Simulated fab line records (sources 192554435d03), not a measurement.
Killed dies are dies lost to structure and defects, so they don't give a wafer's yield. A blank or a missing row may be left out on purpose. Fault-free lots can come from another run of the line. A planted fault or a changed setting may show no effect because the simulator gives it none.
Matching of chambers || flow n5 finfet || N5_BEOL_M4_ILD_DEP_00 on pecvd-03 has 3 sister chambers
The step deposits SiOC from DEMS/O2, target thk 79 nm, time 15.3 s. 6 wafers are shown with their chamber, then 7 later ones without.

WAFERS, EACH WITH ITS CHAMBER
{"wafer": "L080.4", "chamber": 1, "heater power w (W)": 475, "showerhead plenum p Torr (Torr)": 5.703}
{"wafer": "L085.6", "chamber": 2, "heater power w (W)": 436, "showerhead plenum p Torr (Torr)": 5.724}
{"wafer": "L090.2", "chamber": 2, "heater power w (W)": 468, "showerhead plenum p Torr (Torr)": 5.720}
{"wafer": "L090.5", "chamber": 0, "heater power w (W)": 608, "showerhead plenum p Torr (Torr)": 5.722}
{"wafer": "L088.1", "chamber": 0, "heater power w (W)": 533, "showerhead plenum p Torr (Torr)": 5.727}
{"wafer": "L088.3", "chamber": 1, "heater power w (W)": 472, "showerhead plenum p Torr (Torr)": 5.701}

WAFERS WITHOUT THEIR CHAMBER
{"wafer": "L088.4", "heater power w (W)": 538, "showerhead plenum p Torr (Torr)": 5.720}
{"wafer": "L089.1", "heater power w (W)": 502, "showerhead plenum p Torr (Torr)": 5.725}
{"wafer": "L089.4", "heater power w (W)": 512, "showerhead plenum p Torr (Torr)": 5.725}
{"wafer": "L089.5", "heater power w (W)": 506, "showerhead plenum p Torr (Torr)": 5.724}
{"wafer": "L096.2", "heater power w (W)": 484, "showerhead plenum p Torr (Torr)": 5.703}
{"wafer": "L096.4", "heater power w (W)": 482, "showerhead plenum p Torr (Torr)": 5.703}
{"wafer": "L096.6", "heater power w (W)": 427, "showerhead plenum p Torr (Torr)": 5.723}

EACH ONE'S CHAMBER
{"wafer": "L088.4", "from the rows above": "can't be placed: 0 or 2", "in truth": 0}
{"wafer": "L089.1", "from the rows above": "can't be placed: 2 or 0", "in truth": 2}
{"wafer": "L089.4", "from the rows above": "can't be placed: 0 or 2", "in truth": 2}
{"wafer": "L089.5", "from the rows above": "can't be placed: 2 or 0", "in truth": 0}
{"wafer": "L096.2", "from the rows above": 1, "in truth": 1}
{"wafer": "L096.4", "from the rows above": 1, "in truth": 1}
{"wafer": "L096.6", "from the rows above": 2, "in truth": 2}
Correctly placed: 3 of 7. These rows do not allow placing 4 (true chamber among the candidates in 4). Wrongly placed: 0.
How it was worked out, from the rows above alone: a wafer's distance from a chamber is the root of the sum, over the readings, of the square of ((its reading less the chamber's mean) divided by the reading's scatter). If the next closest chamber is less than 2 further off than the closest, the wafer can't be placed; otherwise it belongs to the closest. A chamber's mean is the mean of its shown wafers. The scatter: take each reading less its chamber's mean, square it, sum over the shown wafers, divide by the number of wafers less the number of chambers, and take the root.
